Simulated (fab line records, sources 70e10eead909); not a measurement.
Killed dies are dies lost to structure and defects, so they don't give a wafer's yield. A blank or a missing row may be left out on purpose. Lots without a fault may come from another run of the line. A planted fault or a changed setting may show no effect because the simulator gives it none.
One fault seen from 3 desks | flow nand_harc | each desk has only its own numbers; what lay behind them comes last

THE TOOL OWNER'S DESK: litho_track-06
The tool's own readings at NHARC_A_M1_DEVELOP_08 (develop time 35 s): means of the sampled wafers that have a number, for each lot that ran on this tool. A lot is out of limits, marked OUT, if its mean lies more than 4 standard deviations from the usual mean; the brackets give that distance.
Columns: A = chill_plate_temp_C at NHARC_A_M1_DEVELOP_08, usual 23.00 C; B = resist_line_temp_C at NHARC_A_M1_DEVELOP_08, usual 22.99 C
lot  | first seen here | A     | B
L299 | day 24 14:00    | 23.05 | 23.12
L301 | day 24 16:00    | 23.01 | 23.07
L304 | day 26 09:00    | 22.91 | 22.86
L316 | day 31 21:00    | 23.10 | 23.00
L318 | day 32 11:00    | 22.98 | 23.06
This desk's finding: nothing out of limits on any of the 5 lots.

THE METROLOGY DESK
What the gauges read, lot by lot, whatever tool the lot ran on: means of the sampled wafers that have a number. A lot is out of limits, marked OUT, if its mean lies more than 4 standard deviations from the usual mean; the brackets give that distance.
Columns: A = cd_nm at NHARC_A_M1_CD_MEAS_16, usual 119.6 nm
lot  | first seen here | A
L295 | day 23 00:51    | 120.1
L298 | day 24 10:49    | 119.6
L300 | day 24 12:31    | 120.0
L299 | day 24 15:31    | 119.3
L301 | day 24 16:58    | 119.5
L302 | day 25 17:08    | 119.9
L303 | day 25 18:32    | 118.9
L304 | day 26 10:24    | 119.1
L306 | day 27 06:08    | 118.9
L312 | day 30 09:38    | 119.3
L316 | day 31 21:50    | 119.3
L318 | day 32 11:53    | 119.4
This desk's finding: nothing out of limits on any of the 12 lots.

THE DEFECT DESK
What the inspections along the route counted, lot by lot: means of the sampled wafers that have a number. A lot is out of limits, marked OUT, if its mean lies more than 4 standard deviations from the usual mean; the brackets give that distance.
Columns: A = raw_defect_count at NHARC_A_M0_INSPECT_27, usual 545
lot  | first seen here | A
L295 | day 22 22:58    | 694
L298 | day 24 08:50    | 435
L300 | day 24 10:31    | 385
L299 | day 24 13:37    | 499
L301 | day 24 15:05    | 941
L302 | day 25 15:12    | 644
L303 | day 25 16:38    | 603
L304 | day 26 08:31    | 472
L306 | day 27 04:19    | 484
L307 | day 28 00:20    | 498
L308 | day 28 06:28    | 599
L310 | day 28 16:14    | 516
L312 | day 30 07:46    | 661
L316 | day 31 19:30    | 472
L318 | day 32 10:01    | 379
This desk's finding: nothing out of limits on any of the 15 lots.

PUT TOGETHER
The tool owner's desk saw nothing out of limits.
The metrology desk saw nothing out of limits.
The defect desk saw nothing out of limits.

WHAT THE SIMULATOR HAD PUT IN
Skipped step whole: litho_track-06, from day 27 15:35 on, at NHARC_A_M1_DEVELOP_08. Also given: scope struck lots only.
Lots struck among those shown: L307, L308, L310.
